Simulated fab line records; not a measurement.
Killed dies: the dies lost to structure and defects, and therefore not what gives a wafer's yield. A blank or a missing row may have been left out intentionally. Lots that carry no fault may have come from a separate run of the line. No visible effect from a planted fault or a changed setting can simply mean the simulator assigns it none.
Matching of chambers + flow n5-finfet + N5_BEOL_M2_ETCHBACK_99 on rie-diel-01: 4 sister chambers
The step etches SiO2 in CHF3, target depth 5 nm, time 10.4 s. 20 wafers are shown with their chamber, then 10 later ones without.

## WAFERS WITH THEIR CHAMBER
| wafer  | chamber | showerhead-plenum-p-Torr (Torr) | drypump-motor-current-A (A) | rf-vpp-V (V) |
|--------|---------|---------------------------------|-----------------------------|--------------|
| L074.2 | 3       | 2.17                            | 5.6                         | 243          |
| L074.5 | 0       | 2.27                            | 5.7                         | 247          |
| L074.6 | 1       | 2.18                            | 5.7                         | 240          |
| L078.1 | 2       | 2.10                            | 6.2                         | 240          |
| L078.3 | 0       | 2.26                            | 5.7                         | 245          |
| L078.5 | 2       | 2.10                            | 6.2                         | 238          |
| L081.1 | 2       | 2.09                            | 6.2                         | 240          |
| L081.3 | 1       | 2.17                            | 5.7                         | 240          |
| L081.6 | 2       | 2.09                            | 6.2                         | 238          |
| L082.1 | 1       | 2.17                            | 5.7                         | 240          |
| L082.3 | 3       | 2.17                            | 5.6                         | 243          |
| L082.4 | 0       | 2.26                            | 5.7                         | 245          |
| L085.2 | 2       | 2.09                            | 6.3                         | 240          |
| L085.3 | 3       | 2.16                            | 5.5                         | 242          |
| L085.6 | 0       | 2.26                            | 5.8                         | 244          |
| L089.2 | 1       | 2.17                            | 5.8                         | 241          |
| L089.4 | 3       | 2.16                            | 5.6                         | 242          |
| L089.5 | 0       | 2.25                            | 5.7                         | 244          |
| L090.1 | 0       | 2.25                            | 5.7                         | 246          |
| L090.4 | 2       | 2.09                            | 6.2                         | 240          |

SIGNATURES (means of the wafers above)
| reading                  | chamber 0 | chamber 1 | chamber 2 | chamber 3 | scatter within a chamber |
|--------------------------|-----------|-----------|-----------|-----------|--------------------------|
| showerhead-plenum-p-Torr | 2.2583    | 2.1725    | 2.0933    | 2.1650    | 0.00608                  |
| drypump-motor-current-A  | 5.717     | 5.725     | 6.217     | 5.575     | 0.0445                   |
| rf-vpp-V                 | 245.17    | 240.25    | 239.33    | 242.50    | 0.933                    |
Rule: distance of a wafer from a chamber = root of the sum over the readings of ((wafer's reading minus chamber's mean) / reading's scatter) squared. If the next closest chamber is less than 2 further off than the closest, the wafer can't be placed; otherwise it belongs to the closest. How the scatter is found: for the shown wafers, subtract from each reading the mean of its chamber, square and add these, divide the total by (wafers less chambers), then take the root.

## WAFERS WITH NO CHAMBER GIVEN
| wafer  | showerhead-plenum-p-Torr (Torr) | drypump-motor-current-A (A) | rf-vpp-V (V) |
|--------|---------------------------------|-----------------------------|--------------|
| L090.5 | 2.09                            | 6.2                         | 239          |
| L093.1 | 2.25                            | 5.8                         | 245          |
| L093.3 | 2.16                            | 5.5                         | 242          |
| L093.5 | 2.16                            | 5.5                         | 241          |
| L096.1 | 2.15                            | 5.6                         | 241          |
| L096.2 | 2.16                            | 5.7                         | 241          |
| L096.3 | 2.08                            | 6.2                         | 240          |
| L094.1 | 2.15                            | 5.6                         | 243          |
| L094.4 | 2.15                            | 5.6                         | 241          |
| L094.5 | 2.15                            | 5.6                         | 242          |

## THE CHAMBER EACH PASSED THROUGH
| wafer  | from the rows above     | in truth |
|--------|-------------------------|----------|
| L090.5 | 2                       | 2        |
| L093.1 | 0                       | 0        |
| L093.3 | 3                       | 3        |
| L093.5 | 3                       | 3        |
| L096.1 | can't be placed: 3 or 1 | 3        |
| L096.2 | can't be placed: 1 or 3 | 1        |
| L096.3 | 2                       | 2        |
| L094.1 | 3                       | 3        |
| L094.4 | can't be placed: 3 or 1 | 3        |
| L094.5 | 3                       | 3        |
Correctly placed: 7 of 10. Cannot be placed on the basis of these rows: 3; the candidates contain the true chamber in 3. Placed wrongly: 0.
